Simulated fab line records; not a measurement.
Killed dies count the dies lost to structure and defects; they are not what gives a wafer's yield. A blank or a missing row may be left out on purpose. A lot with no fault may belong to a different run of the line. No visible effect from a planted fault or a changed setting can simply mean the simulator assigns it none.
Chamber matching ; flow n5 finfet ; 4 sister chambers for N5_BEOL_M2_ETCH_64 on rie diel-04
The step etches SOC in N2/H2, target depth 75 nm, overetch 22.5 nm, time 121.9 s. 18 wafers are shown with their chamber, then 9 later ones without.

## WAFERS WITH THEIR CHAMBER
wafer;chamber;oes product au (a.u.);showerhead plenum p Torr (Torr);throttle valve pct (%)
L074.2;1;0.66;2.60;17.85
L074.3;3;0.55;2.62;17.70
L074.4;0;0.57;2.54;17.98
L078.1;3;0.55;2.62;17.72
L078.3;2;0.53;2.51;17.62
L078.6;3;0.56;2.62;17.71
L079.1;1;0.65;2.60;17.85
L079.3;0;0.57;2.53;18.01
L079.5;1;0.64;2.60;17.87
L080.1;3;0.55;2.62;17.75
L080.2;2;0.53;2.50;17.62
L080.4;2;0.53;2.51;17.61
L082.1;1;0.64;2.60;17.87
L082.2;2;0.53;2.50;17.62
L082.6;2;0.53;2.50;17.62
L085.2;1;0.63;2.59;17.90
L085.3;0;0.57;2.52;18.05
L085.6;3;0.54;2.61;17.77

SIGNATURES (means of the wafers above)
reading;chamber 0;chamber 1;chamber 2;chamber 3;scatter within a chamber
oes product au;0.5700;0.6440;0.5300;0.5500;0.00717
showerhead plenum p Torr;2.5300;2.5980;2.5040;2.6180;0.00586
throttle valve pct;18.0133;17.8680;17.6180;17.7300;0.0233
Rule: distance of a wafer from a chamber = root of the sum over the readings of ((wafer's reading minus chamber's mean) / reading's scatter) squared. The wafer belongs to the nearest chamber; if the next one is less than 2 further off, it can't be placed. The scatter: take each reading less its chamber's mean, square it, sum over the shown wafers, divide by the number of wafers less the number of chambers, and take the root.

## WAFERS WITHOUT THEIR CHAMBER
wafer;oes product au (a.u.);showerhead plenum p Torr (Torr);throttle valve pct (%)
L088.1;0.57;2.52;18.07
L088.2;0.63;2.59;17.91
L088.5;0.56;2.52;18.06
L087.2;0.56;2.52;18.04
L087.4;0.63;2.59;17.90
L087.6;0.57;2.52;18.07
L096.1;0.61;2.58;17.93
L096.2;0.53;2.60;17.79
L096.3;0.56;2.52;18.10

## CHAMBER TAKEN BY EACH
wafer;from the rows above;in truth
L088.1;0;0
L088.2;1;1
L088.5;0;0
L087.2;0;0
L087.4;1;1
L087.6;0;0
L096.1;1;1
L096.2;3;3
L096.3;0;0
Correctly placed: 9 of 9. Number that these rows cannot place: 0. Number placed wrongly: 0.
